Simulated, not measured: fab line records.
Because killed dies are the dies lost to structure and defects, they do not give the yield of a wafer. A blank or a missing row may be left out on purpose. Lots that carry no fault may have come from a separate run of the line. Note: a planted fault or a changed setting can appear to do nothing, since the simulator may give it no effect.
fab line records | flow n5-finfet | part 1 of 2: steps 1 to 20 of 30
[record] lots = 5 wafers = 15 last-day = 18
route steps=1938 shown BEOL_M3@974
lots that met no fault: from a run of the same line without faults
start-h: hours from the record's opening day to when the first of the lot's shown wafers began | wait-h: hours elapsed since this lot's preceding step | " repeats the value in the row above | L1.1+2: several wafers, shown together as one row | - either no value or no given start | * or withheld: withheld | < > ~ a bound
route shown NAME@n: a module of which the file shows steps, and the number in the route of the first | usual: average and standard deviation across the fault-free wafers | same: alike in all rows | chamber/n: place in a boat | sites: readings site by site | _std_site: the values' standard deviation | _edge_site: the outer-site mean with the inner-site mean subtracted | radius-mm: how far each site lies from the wafer's centre | mask NAME#n: copy n | behind: the tool/chamber that last shaped the wafer | hold: reason for holding the lot/hours on hold/outcome of the hold | device: transistor that didn't switch, given as n, p or np | end of line: the tests these same wafers got at the end of their route | a step given without rows: its recipe and nothing more | killed: the dies lost at the first sort to structure and to defects; this is not the yield of the wafer | map: dies across one wafer; x = killed, . = not, _ = none there
set.NAME: the run value of the setting; set.NAME@STEP: its run value at that earlier step | model.NAME: the simulator's own value behind a step, which no gauge read
certain route steps with their lots: each step a table, each wafer a row
services: when a tool's chamber went out of use (start-h, in hours from the record's first day, below 0 if earlier), for how many hours, and the reason
[[steps]]
[step N5_BEOL_M3_ETCH_70]
[recipe] chemistry = N2/H2 target = SOC target-depth-a = 800 overetch-a = 160 mask-material = SiARC temp-c = 40 time-s = 120 ion-energy-ev = 200 pressure-mtorr = 30 source-w = 840 bias-w = 150 n2-flow-sccm = 200 h2-flow-sccm = 200
[usual] bias-w = 150.0/0.44 drypump-motor-current-A = 5.5/0.36 oes-product-au = 0.62/0.062 rf-vpp-V = 523.6/2 showerhead-plenum-p-Torr = 2.53/0.069 throttle-valve-pct = 17.8/0.34
// columns lot.wafer tool chamber start-h wait-h bias-w drypump-motor-current-A oes-product-au rf-hours-counter-h rf-vpp-V showerhead-plenum-p-Torr throttle-valve-pct
L077.4 rie-diel-06 3 187.69 0.0 150.0 4.9 0.57 182 523.0 2.52 17.9
L077.5 " 0 " " 149.8 5.5 0.56 - 520.9 2.42 18.3
L077.6 " 3 " " 149.2 4.9 0.57 - 523.7 2.52 17.9
L076.1 rie-diel-06 2 190.52 0.0 149.7 5.4 0.65 55 523.9 2.58 17.4
L076.2 " 1 " " 150.5 5.8 0.53 237 521.4 2.48 17.6
L076.5 " 3 " " 149.7 4.9 0.56 - 521.9 2.52 17.9
L084.2 rie-diel-06 2 236.40 0.0 149.9 5.4 0.64 69 526.0 2.57 17.4
L084.4 " 2 " " 150.3 5.4 0.63 - 525.8 2.57 17.4
L084.5 " 3 " " 150.1 4.9 0.55 - 524.4 2.52 17.9
L088.2 rie-diel-01 2 258.05 0.0 149.6 5.1 0.62 94 525.8 2.57 18.0
L088.3 " 3 " " 150.0 5.3 0.62 115 524.9 2.57 18.0
L088.6 " 3 " " 149.5 5.3 0.62 - 523.6 2.57 18.0
L094.1 rie-diel-04 3 291.61 0.0 149.4 5.2 0.65 49 521.3 2.50 17.9
L094.2 " 0 " " 150.2 5.3 0.69 13 526.7 2.62 18.1
L094.3 " 1 " " 149.6 5.6 0.69 28 525.1 2.58 17.7
[step N5_BEOL_M3_STRIP_71]
[recipe] chemistry = N2/H2 temp-c = 40 n2-flow-sccm = 200 h2-flow-sccm = 200 rf-frequency-hz = 6e+07
// columns lot.wafer tool chamber start-h wait-h
L077.4+5+6 rie-diel-06 3,0,3 187.77 0.0
L076.1+2+5 rie-diel-06 2,1,3 190.60 0.0
L084.2+4+5 rie-diel-06 2,2,3 236.48 0.0
L088.2+3+6 rie-diel-01 2,3,3 258.13 0.0
L094.1+2+3 rie-diel-04 3,0,1 291.69 0.0
[step N5_BEOL_M3_STRIP_78]
[recipe] chemistry = N2/H2 temp-c = 40 n2-flow-sccm = 200 h2-flow-sccm = 200 rf-frequency-hz = 6e+07
// columns lot.wafer tool chamber start-h wait-h
L077.4+5+6 rie-diel-06 3,0,3 187.78 0.0
L076.1+2+5 rie-diel-06 2,1,3 190.61 0.0
L084.2+4+5 rie-diel-06 2,2,3 236.49 0.0
L088.2+3+6 rie-diel-01 2,3,3 258.14 0.0
L094.1+2+3 rie-diel-04 3,0,1 291.70 0.0
[step N5_BEOL_M3_VIA_ETCH_34]
[recipe] chemistry = C4F6/O2 target-depth-a = 694 mask-material = SOC pressure-mtorr = 15 ion-energy-ev = 250 taper-deg = 4 time-s = 65.9 source-w = 350 bias-w = 170 Ar_flow_sccm = 300 C4F6_flow_sccm = 10 O2_flow_sccm = 10
[usual] O2_flow_sccm = 10.00/0.03 bias-w = 169.9/0.54 drypump-motor-current-A = 5.5/0.36 oes_o_777_au = 0.81/0.088 oes-product-au = 0.81/0.089 rf-vpp-V = 661/16 showerhead-plenum-p-Torr = 2.83/0.081 throttle-valve-pct = 30.8/0.37
// columns lot.wafer tool chamber start-h wait-h O2_flow_sccm bias-w drypump-motor-current-A oes_o_777_au oes-product-au rf-hours-counter-h rf-vpp-V showerhead-plenum-p-Torr throttle-valve-pct
L077.4 rie-diel-06 3 187.79 0.0 10.00 170.4 4.9 0.74 0.74 182 642 2.80 30.6
L077.5 " 0 " " 10.01 169.4 5.5 0.76 0.73 - 639 2.71 31.2
L077.6 " 3 " " 10.01 169.5 4.9 0.74 0.74 - 639 2.80 30.6
L076.1 rie-diel-06 2 190.62 0.0 10.00 169.6 5.3 0.84 0.84 55 673 2.90 30.4
L076.2 " 1 " " 9.97 170.4 5.8 0.70 0.70 237 671 2.78 30.4
L076.5 " 3 " " 10.03 169.9 4.9 0.74 0.73 - 640 2.80 30.6
L084.2 rie-diel-06 2 236.50 0.0 10.00 169.8 5.4 0.82 0.83 69 672 2.89 30.5
L084.4 " 2 " " 10.01 169.8 5.4 0.83 0.83 - 673 2.89 30.4
L084.5 " 3 " " 9.99 169.7 4.9 0.73 0.72 - 641 2.79 30.6
L088.2 rie-diel-01 2 258.15 0.0 9.97 169.7 5.1 0.84 0.83 94 647 2.88 31.1
L088.3 " 3 " " 9.99 170.6 5.3 0.78 0.82 115 688 2.89 31.0
L088.6 " 3 " " 10.02 169.9 5.3 0.78 0.83 - 686 2.89 31.1
L094.1 rie-diel-04 3 291.71 0.0 10.00 170.2 5.1 0.87 0.87 50 647 2.79 30.9
L094.2 " 0 " " 9.96 169.4 5.3 0.91 0.91 13 672 2.92 31.0
L094.3 " 1 " " 10.01 170.6 5.6 0.95 0.93 28 668 2.90 30.8
[step N5_BEOL_M3_STRIP_83]
[recipe] chemistry = C4F6/O2 resist = SiARC rf-frequency-hz = 6e+07
// columns lot.wafer tool chamber start-h wait-h
L077.4+5+6 rie-diel-06 3,0,3 187.84 0.0
L076.1+2+5 rie-diel-06 2,1,3 190.67 0.0
L084.2+4+5 rie-diel-06 2,2,3 236.55 0.0
L088.2+3+6 rie-diel-01 2,3,3 258.21 0.0
L094.1+2+3 rie-diel-04 3,0,1 291.76 0.0
[step N5_BEOL_M3_STRIP_36]
[recipe] chemistry = N2/H2 power-w = 450 temp-c = 40 pressure-mtorr = 20 rf-frequency-hz = 6e+07 overash-fraction = 0.3 bias-power-w = 7 h2-frac = 0.5 n2-flow-sccm = 200 h2-flow-sccm = 200
[usual] drypump-motor-current-A = 5.5/0.36 oes-product-au = 0.81/0.087 rf-vpp-V = 59.4/1.4 showerhead-plenum-p-Torr = 2.52/0.069 throttle-valve-pct = 23.7/0.47
// columns lot.wafer tool chamber start-h wait-h drypump-motor-current-A oes-product-au rf-hours-counter-h rf-vpp-V showerhead-plenum-p-Torr throttle-valve-pct
L077.4 rie-diel-06 3 187.85 0.0 4.9 0.74 182 59.3 2.52 23.6
L077.5 " 0 " " 5.5 0.72 - 60.2 2.42 24.4
L077.6 " 3 " " 4.9 0.72 - 59.0 2.52 23.6
L076.1 rie-diel-06 2 190.68 0.0 5.3 0.85 55 59.3 2.57 23.1
L076.2 " 1 " " 5.8 0.69 237 59.7 2.48 23.3
L076.5 " 3 " " 4.9 0.73 - 59.5 2.52 23.6
L084.2 rie-diel-06 2 236.56 0.0 5.3 0.83 69 58.5 2.57 23.1
L084.4 " 2 " " 5.4 0.84 - 59.2 2.57 23.2
L084.5 " 3 " " 4.9 0.71 - 59.0 2.51 23.6
L088.2 rie-diel-01 2 258.22 0.0 5.1 0.82 94 58.6 2.56 24.0
L088.3 " 3 " " 5.2 0.81 115 55.3 2.56 23.9
L088.6 " 3 " " 5.3 0.82 - 60.7 2.56 23.9
L094.1 rie-diel-04 3 291.77 0.0 5.1 0.87 50 59.2 2.49 23.9
L094.2 " 0 " " 5.3 0.91 13 60.1 2.62 24.0
L094.3 " 1 " " 5.6 0.91 28 60.9 2.58 23.4
[step N5_BEOL_M3_TRENCH_ETCH_37]
[recipe] chemistry = C4F6/O2 target-depth-a = 555.55 target = SiOC time-s = 29.2 ion-energy-ev = 250 pressure-mtorr = 30 source-w = 355 bias-w = 185 Ar_flow_sccm = 300 C4F6_flow_sccm = 10 O2_flow_sccm = 10
[usual] O2_flow_sccm = 10.00/0.033 bias-w = 184.9/0.53 drypump-motor-current-A = 5.5/0.36 oes_o_777_au = 0.82/0.089 oes-product-au = 0.81/0.089 rf-vpp-V = 661/16 showerhead-plenum-p-Torr = 2.83/0.081 throttle-valve-pct = 20.86/0.28
// columns lot.wafer tool chamber start-h wait-h O2_flow_sccm bias-w drypump-motor-current-A oes_o_777_au oes-product-au rf-hours-counter-h rf-vpp-V showerhead-plenum-p-Torr throttle-valve-pct
L077.4 rie-diel-06 3 - - 9.99 184.5 4.9 0.74 0.73 182 640 2.80 20.83
L077.5 " 0 " " 10.03 184.4 5.5 0.76 0.72 - 637 2.72 21.24
L077.6 " 3 " " 10.00 185.0 4.9 0.73 0.74 - 639 2.80 20.82
L076.1 rie-diel-06 2 - - 9.99 184.9 5.3 0.84 0.85 55 673 2.90 20.56
L076.2 " 1 " " 9.97 184.7 5.8 0.70 0.70 237 669 2.79 20.67
L076.5 " 3 " " 10.00 184.7 4.9 0.73 0.73 - 641 2.80 20.81
L084.2 rie-diel-06 2 - - 9.98 184.4 5.3 0.82 0.82 69 672 2.89 20.59
L084.4 " 2 " " 10.02 184.4 5.3 0.82 0.83 - 673 2.89 20.58
L084.5 " 3 " " 10.03 184.2 4.9 0.72 0.71 - 641 2.80 20.85
L088.2 rie-diel-01 2 - - 10.02 185.4 5.1 0.83 0.84 94 646 2.89 21.00
L088.3 " 3 " " 9.97 184.8 5.3 0.79 0.82 115 687 2.90 21.06
L088.6 " 3 " " 9.97 185.2 5.3 0.79 0.82 - 687 2.90 21.06
L094.1 rie-diel-04 3 - - 9.96 184.4 5.2 0.86 0.86 50 646 2.80 20.86
L094.2 " 0 " " 10.04 184.6 5.3 0.92 0.92 13 673 2.92 21.06
L094.3 " 1 " " 10.03 184.9 5.6 0.95 0.92 28 667 2.90 20.94
[step N5_BEOL_M3_ETCH_41]
[recipe] chemistry = CH3F/O2 target = SiCN target-depth-a = 299 taper-deg = 2 time-s = 52.5 ion-energy-ev = 120 mask-material = TiN pressure-mtorr = 30 source-w = 395 bias-w = 75 Ar_flow_sccm = 150 CH3F_flow_sccm = 30 O2_flow_sccm = 20
[usual] O2_flow_sccm = 20.00/0.062 bias-w = 75.00/0.2 drypump-motor-current-A = 5.5/0.36 oes-product-au = 0.81/0.089 rf-vpp-V = 297.1/1.3 showerhead-plenum-p-Torr = 1.99/0.059 throttle-valve-pct = 16.31/0.26
// columns lot.wafer tool chamber start-h wait-h O2_flow_sccm bias-w drypump-motor-current-A oes-product-au rf-hours-counter-h rf-vpp-V showerhead-plenum-p-Torr throttle-valve-pct
L077.4 rie-diel-06 3 - - 19.92 74.49 4.9 0.74 182 297.3 1.97 16.36
L077.5 " 0 " " 20.03 75.04 5.5 0.73 - 295.7 1.91 16.70
L077.6 " 3 " " 19.96 74.61 4.9 0.73 - 297.3 1.97 16.36
L076.1 rie-diel-06 2 - - 19.97 74.92 5.4 0.84 55 298.1 2.04 16.01
L076.2 " 1 " " 19.98 74.94 5.8 0.70 237 297.2 1.96 16.24
L076.5 " 3 " " 20.07 75.07 4.9 0.72 - 298.2 1.97 16.36
L084.2 rie-diel-06 2 - - 19.96 75.13 5.3 0.84 69 298.5 2.03 16.03
L084.4 " 2 " " 19.99 74.94 5.4 0.83 - 296.5 2.04 16.03
L084.5 " 3 " " 19.98 75.05 4.9 0.71 - 297.5 1.97 16.39
L088.2 rie-diel-01 2 - - 20.10 74.99 5.1 0.84 94 297.3 2.03 16.40
L088.3 " 3 " " 19.96 75.14 5.3 0.83 115 296.9 2.03 16.46
L088.6 " 3 " " 20.02 75.14 5.3 0.83 - 297.5 2.03 16.44
L094.1 rie-diel-04 3 - - 20.04 74.92 5.2 0.87 50 296.1 1.96 16.22
L094.2 " 0 " " 20.13 74.80 5.3 0.91 13 298.9 2.05 16.43
L094.3 " 1 " " 19.97 75.18 5.6 0.92 28 297.3 2.04 16.37
[step N5_BEOL_M3_STRIP_97]
[recipe] chemistry = N2/H2 time-s = 10 power-w = 450 temp-c = 40 pressure-mtorr = 20 rf-frequency-hz = 6e+07 bias-power-w = 7 n2-flow-sccm = 200 h2-flow-sccm = 200
[usual] drypump-motor-current-A = 5.5/0.36 oes-product-au = 0.81/0.087 rf-vpp-V = 59.1/0.84 showerhead-plenum-p-Torr = 2.52/0.069 throttle-valve-pct = 23.7/0.47
// columns lot.wafer tool chamber start-h wait-h drypump-motor-current-A oes-product-au rf-hours-counter-h rf-vpp-V showerhead-plenum-p-Torr throttle-valve-pct
L077.4 rie-diel-06 3 - - 4.9 0.73 182 60.4 2.52 23.6
L077.5 " 0 " " 5.5 0.72 - 59.0 2.42 24.4
L077.6 " 3 " " 4.9 0.73 - 60.7 2.52 23.6
L076.1 rie-diel-06 2 - - 5.4 0.85 55 60.9 2.57 23.2
L076.2 " 1 " " 5.8 0.70 237 58.8 2.48 23.3
L076.5 " 3 " " 4.9 0.72 - 59.5 2.52 23.6
L084.2 rie-diel-06 2 - - 5.4 0.83 69 58.5 2.57 23.2
L084.4 " 2 " " 5.4 0.83 - 60.1 2.57 23.2
L084.5 " 3 " " 4.9 0.70 - 59.7 2.51 23.6
L088.2 rie-diel-01 2 - - 5.1 0.83 94 57.9 2.56 24.0
L088.3 " 3 " " 5.3 0.82 115 58.0 2.56 23.9
L088.6 " 3 " " 5.3 0.82 - 59.2 2.56 23.9
L094.1 rie-diel-04 3 - - 5.2 0.86 50 59.9 2.50 23.9
L094.2 " 0 " " 5.3 0.91 13 59.8 2.61 24.0
L094.3 " 1 " " 5.6 0.90 28 59.5 2.58 23.4
[step N5_BEOL_M3_OCD_MEAS_38]
[usual] trench-depth-nm = 55.8/1.4
// columns lot.wafer tool chamber start-h wait-h trench-depth-nm
L077.4 ocd-02 - 188.05 - 55.1
L077.5 " - " " 54.5
L077.6 " - " " 54.6
L076.1 ocd-01 - 190.87 - 56.1
L076.2 " - " " 56.5
L076.5 " - " " 55.1
L084.2 ocd-02 - 236.75 - 55.0
L084.4 " - " " 55.0
L084.5 " - " " 54.3
L088.2 ocd-01 - 258.41 - 58.7
L088.3 " - " " 57.3
L088.6 " - " " 57.6
L094.1 ocd-02 - 291.96 - 56.2
L094.2 " - " " 55.5
L094.3 " - " " 57.6
[step N5_BEOL_M3_HM_STRIP_39]
[recipe] chemistry = peroxide-tin-strip material = TiN target-depth-a = 250 temp-c = 50 time-s = 158
// columns lot.wafer tool chamber start-h wait-h
L077.4+5+6 wet-bench-03 7,4,0 188.08 0.0
L076.1+2+5 wet-bench-01 4,6,3 190.91 0.0
L084.2+4+5 wet-bench-01 2,0,7 236.78 0.0
L088.2+3+6 wet-bench-01 6,4,2 258.44 0.0
L094.1+2+3 wet-bench-01 7,5,0 291.99 0.0
[step N5_BEOL_M3_SRD_40]
[recipe] time-s = 30 temp-c = 23 rinse-liquid = diw dry = ipa-marangoni
// columns lot.wafer tool chamber start-h wait-h
L077.4+5+6 wet-bench-03 7,4,0 188.13 0.0
L076.1+2+5 wet-bench-01 4,6,3 190.95 0.0
L084.2+4+5 wet-bench-01 2,0,7 236.83 0.0
L088.2+3+6 wet-bench-01 6,4,2 258.49 0.0
L094.1+2+3 wet-bench-01 7,5,0 292.04 0.0
[step N5_BEOL_M3_PRECLEAN_42]
[recipe] chemistry = residue-remover time-s = 60 temp-c = 40
// columns lot.wafer tool chamber start-h wait-h
L077.4+5+6 wet-bench-03 7,4,0 188.15 0.0
L076.1+2+5 wet-bench-01 4,6,3 190.97 0.0
L084.2+4+5 wet-bench-01 2,0,7 236.85 0.0
L088.2+3+6 wet-bench-01 6,4,2 258.50 0.0
L094.1+2+3 wet-bench-01 7,5,0 292.06 0.0
[step N5_BEOL_M3_SRD_43]
[recipe] time-s = 30 temp-c = 23 rinse-liquid = diw dry = ipa-marangoni
// columns lot.wafer tool chamber start-h wait-h
L077.4+5+6 wet-bench-03 7,4,0 188.17 0.0
L076.1+2+5 wet-bench-01 4,6,3 190.99 0.0
L084.2+4+5 wet-bench-01 2,0,7 236.86 0.0
L088.2+3+6 wet-bench-01 6,4,2 258.52 0.0
L094.1+2+3 wet-bench-01 7,5,0 292.07 0.0
[step N5_BEOL_M3_CD_MEAS_35]
[recipe] target-cd-nm = 18 target-cd-y-nm = 21 polarity = opening
[usual] cd-nm = 17.8/0.34
// columns lot.wafer tool chamber start-h wait-h cd-nm
L077.4 cd-sem-03 - 188.22 0.0 17.8
L077.5 " - " " 17.6
L077.6 " - " " 18.4
L076.1 cd-sem-03 - 191.03 0.0 18.1
L076.2 " - " " 18.1
L076.5 " - " " 18.2
L084.2 cd-sem-01 - 236.90 0.0 17.5
L084.4 " - " " 17.6
L084.5 " - " " 17.7
L088.2 cd-sem-02 - 258.56 0.0 17.6
L088.3 " - " " 17.9
L088.6 " - " " 17.8
L094.1 cd-sem-03 - 292.11 0.0 17.9
L094.2 " - " " 18.0
L094.3 " - " " 17.5
[step N5_BEOL_M3_DEGAS_44]
[recipe] ambient = vacuum temp-c = 250 time-s = 60
[usual] heater-power-w = 324/19
// columns lot.wafer tool chamber start-h wait-h heater-power-w
L077.4 pvd-sputter-03 - 188.70 0.5 348
L077.5 " - " " 350
L077.6 " - " " 320
L076.1 pvd-sputter-01 - 191.28 0.3 322
L076.2 " - " " 347
L076.5 " - " " 334
L084.2 pvd-sputter-01 - 237.25 0.3 323
L084.4 " - " " 348
L084.5 " - " " 334
L088.2 pvd-sputter-02 - 259.10 0.5 313
L088.3 " - " " 308
L088.6 " - " " 328
L094.1 pvd-sputter-02 - 292.58 0.5 304
L094.2 " - " " 285
L094.3 " - " " 311
[step N5_BEOL_M3_PRE_CLEAN_45]
[recipe] gas = H2/He time-s = 30 temp-c = 250
[usual] heater-power-w = 323/19
// columns lot.wafer tool chamber start-h wait-h heater-power-w
L077.4 pvd-sputter-03 - 188.74 0.0 328
L077.5 " - " " 343
L077.6 " - " " 321
L076.1 pvd-sputter-01 - 191.32 0.0 314
L076.2 " - " " 354
L076.5 " - " " 333
L084.2 pvd-sputter-01 - 237.29 0.0 324
L084.4 " - " " 353
L084.5 " - " " 337
L088.2 pvd-sputter-02 - 259.14 0.0 311
L088.3 " - " " 310
L088.6 " - " " 330
L094.1 pvd-sputter-02 - 292.62 0.0 317
L094.2 " - " " 287
L094.3 " - " " 313
[step N5_BEOL_M3_ALD_84]
[recipe] material = TaN target-thk-a = * temp-c = 275 ald-precursor-family = PDMAT ald-co-reactant = NH3 pressure-torr = 3 carrier-flow-sccm = 1500 pulse-time-s = 2 purge-time-s = 3 co-reactant-purge-time-s = 2 co-reactant-pulse-time-s = 3 ald-cycles = 30 precursor-vessel-temp-c = 75 precursor-vessel-pressure-torr = 26.25 precursor-vessel-carrier-sccm = 1000
[usual] heater-power-w = 435/31
[same] co-reactant-purge-time-s = 2
// columns lot.wafer tool chamber start-h wait-h heater-power-w
L077.4 ald-metal-02 3 188.80 0.0 413
L077.5 " 3 " " 419
L077.6 " 2 " " 399
L076.1 ald-metal-01 1 191.43 0.1 497
L076.2 " 3 " " 412
L076.5 " 3 " " 417
L084.2 ald-metal-01 1 237.43 0.1 504
L084.4 " 2 " " 393
L084.5 " 3 " " 427
L088.2 ald-metal-03 2 259.24 0.1 402
L088.3 " 3 " " 461
L088.6 " 3 " " 445
L094.1 ald-metal-03 2 292.68 0.0 419
L094.2 " 0 " " 439
L094.3 " 3 " " 456
[step N5_BEOL_M3_SURFACE_TREAT_85]
[recipe] gas = Ar time-s = * ion-energy-ev = * ion-current-ma-cm2 = 0.5 pressure-mtorr = * ar-flow-sccm = 30
[usual] throttle-valve-pct = *
// columns lot.wafer tool chamber start-h wait-h throttle-valve-pct
L077.4 pvd-sputter-03 - 189.14 0.2 *
L077.5 " - " " *
L077.6 " - " " *
L076.1 pvd-sputter-03 - 191.80 0.3 *
L076.2 " - " " *
L076.5 " - " " *
L084.2 pvd-sputter-03 - 237.67 0.1 *
L084.4 " - " " *
L084.5 " - " " *
L088.2 pvd-sputter-01 - 259.52 0.2 *
L088.3 " - " " *
L088.6 " - " " *
L094.1 pvd-sputter-03 - 292.95 0.2 *
L094.2 " - " " *
L094.3 " - " " *
[step N5_BEOL_M3_CVD_47]
[recipe] material = Co target-thk-a = 30 temp-c = withheld precursor = CCTBA/H2 pressure-torr = 30 time-s = 223.8
// columns lot.wafer tool chamber start-h wait-h
L077.4+5+6 cvd-co-02 0,2,1 189.29 0.1
L076.1+2+5 cvd-co-01 2,1,2 191.90 0.1
L084.2+4+5 cvd-co-02 2,2,1 237.96 0.3
L088.2+3+6 cvd-co-01 0,1,0 259.58 0.0
L094.1+2+3 cvd-co-01 1,2,0 293.01 0.0
